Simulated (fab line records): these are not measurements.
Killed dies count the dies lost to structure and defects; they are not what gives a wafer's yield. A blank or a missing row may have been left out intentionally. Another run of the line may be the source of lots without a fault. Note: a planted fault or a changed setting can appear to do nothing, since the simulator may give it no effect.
Which tool was responsible? ; flow n5Finfet ; 12 lots with 36 wafers sampled at 4 steps, on a route of 1938 steps

== WHAT THE GAUGES SHOWED, per wafer ==
The record lacks any reading of a measuring or inspecting step that a usual standard deviation could be used to judge.

== WHAT TOOL EACH LOT RAN ON (gives the tool, then ch and the chambers of the sampled wafers, and finally the start) ==
lot;N5_BEOL_M8_STRIP_80;N5_BEOL_M15_DEGAS_41;N5_BEOL_M15_SPUTTER_43;N5_PASSIVATION_PROBE_49
L606;rieDiel-03 ch 0,2,3, day 9 01:07;pvdSputter-03, day 11 06:47;pvdSputter-03, day 11 06:52;-
L607;rieDiel-02 ch 0,1,2, day 9 11:14;pvdSputter-03, day 11 19:14;pvdSputter-03, day 11 19:19;-
L608;rieDiel-02 ch 0,3, day 9 19:14;pvdSputter-02, day 11 22:35;pvdSputter-02, day 11 22:40;-
L609;rieDiel-03 ch 2,3, day 9 20:25;pvdSputter-01, day 12 01:01;pvdSputter-01, day 12 01:05;prober-02, day 12 17:16
L610;rieDiel-02 ch 1,2,3, day 10 00:00;pvdSputter-03, day 12 06:32;pvdSputter-03, day 12 06:37;-
L611;rieDiel-02 ch 1,2,3, day 10 04:50;pvdSputter-02, day 12 11:55;pvdSputter-02, day 12 11:59;-
L612;rieDiel-03 ch 2,3, day 10 08:27;pvdSputter-02, day 12 19:02;pvdSputter-02, day 12 19:07;-
L619;rieDiel-02 ch 0,1,3, day 12 18:20;pvdSputter-03, day 14 18:29;pvdSputter-03, day 14 18:34;prober-02, day 15 10:13
L625;rieDiel-03 ch 0,3, day 14 07:40;pvdSputter-01, day 16 09:02;pvdSputter-01, day 16 09:07;-
L627;rieDiel-03 ch 0,1,3, day 14 12:52;pvdSputter-03, day 16 16:14;pvdSputter-03, day 16 16:19;-
L629;rieDiel-06 ch 2,3, day 14 21:35;pvdSputter-02, day 17 06:53;pvdSputter-02, day 17 06:58;-
L628;rieDiel-03 ch 1,2, day 14 21:38;pvdSputter-03, day 17 03:35;pvdSputter-03, day 17 03:40;-
- N5_BEOL_M8_STRIP_80: strips in N2/H2, time 10 s.
- N5_BEOL_M15_DEGAS_41: time 60 s.
- N5_BEOL_M15_SPUTTER_43: material TaN, target thk 15 nm, time 24.19 s.
- N5_PASSIVATION_PROBE_49

== WHAT THE TOOLS THEMSELVES READ (means of the sampled wafers that have a number; where no wafer has one, the mark that the record gives instead) ==
N5_BEOL_M8_STRIP_80.
lot;tool;drypumpMotorCurrentA (A);oesProductAu (a.u.);rfVppV (V);showerheadPlenumPTorr (Torr);throttleValvePct (%)
L606;rieDiel-03;5.57;0.77;59.4;2.56;23.4
L607;rieDiel-02;5.54;0.71;59.1;2.46;24.3
L608;rieDiel-02;5.73;0.84;59.3;2.49;24.2
L609;rieDiel-03;5.86;0.78;59.0;2.53;23.5
L610;rieDiel-02;5.54;0.78;59.5;2.48;24.2
L611;rieDiel-02;5.58;0.78;59.6;2.48;24.2
L612;rieDiel-03;5.78;0.83;59.3;2.54;23.4
L619;rieDiel-02;5.56;0.76;59.6;2.45;24.3
L625;rieDiel-03;5.35;0.82;59.3;2.57;23.3
L627;rieDiel-03;5.41;0.77;59.1;2.50;23.3
L629;rieDiel-06;5.81;0.87;59.1;2.66;23.6
L628;rieDiel-03;5.56;0.80;58.8;2.49;23.3

N5_BEOL_M15_DEGAS_41.
lot;tool;heaterPowerW (W);susceptorTempC (C)
L606;pvdSputter-03;487;299.93
L607;pvdSputter-03;461;300.04
L608;pvdSputter-02;471;299.97
L609;pvdSputter-01;467;299.95
L610;pvdSputter-03;473;300.14
L611;pvdSputter-02;462;300.09
L612;pvdSputter-02;458;300.05
L619;pvdSputter-03;472;299.94
L625;pvdSputter-01;456;300.03
L627;pvdSputter-03;466;299.99
L629;pvdSputter-02;467;299.85
L628;pvdSputter-03;477;300.07

N5_BEOL_M15_SPUTTER_43.
lot;tool;susceptorTempC (C);throttleValvePct (%)
L606;pvdSputter-03;50.02;30.8
L607;pvdSputter-03;49.95;30.2
L608;pvdSputter-02;49.99;29.9
L609;pvdSputter-01;49.97;29.4
L610;pvdSputter-03;50.10;30.1
L611;pvdSputter-02;49.96;29.7
L612;pvdSputter-02;49.99;29.4
L619;pvdSputter-03;49.98;30.6
L625;pvdSputter-01;50.07;29.4
L627;pvdSputter-03;49.95;30.2
L629;pvdSputter-02;49.98;29.6
L628;pvdSputter-03;49.97;30.3

N5_PASSIVATION_PROBE_49.
lot;tool;defectLimitedYield (%);killed_at_M0_to_M3;killed_at_M4_up;killedAtContacts;killedAtFrontEnd;killedAtOther;killedDies;killedOnRim;killedOpen;killedShort;sort_bin_5_function (%);sort_bin_6_memory (%);sort_bin_8_speed (%);sortNPass
L609;prober-02;90.4;26;16;12;58;1.7;113;14;75;35;5.5;3.5;0.00;1067
L619;prober-02;89.5;38;42;7;34;3.0;124;17;61;30;6.7;2.9;0.06;1056

== THE ANSWER, worked out from the rows above alone ==
Rule: what is usual is taken from the lots themselves. The widest of any qualifying gaps counts: lots, ordered by their means at a reading, are off when they make up no more than a third of the lots, leave a main group of 4 or more, and stand apart from it by 3 or more times the standard deviation of that group's means. A main group whose means are all the same, to the digits that the tables above print for the reading, isn't used. A lot without any number at a reading at which 4 lots or more have one is off too. All remaining lots with rows at the step are treated as sound. The gauges are gone through in route order, then the tools' own readings, and for those a lot's mean is taken as printed above. The first step at which some lot is off is used, and at that step the reading that is off furthest; a lot without a number counts as furthest.
None of the lots is off at any reading shown; this tells nothing.

== WHAT HAD BEEN PUT IN BY THE SIMULATOR ==
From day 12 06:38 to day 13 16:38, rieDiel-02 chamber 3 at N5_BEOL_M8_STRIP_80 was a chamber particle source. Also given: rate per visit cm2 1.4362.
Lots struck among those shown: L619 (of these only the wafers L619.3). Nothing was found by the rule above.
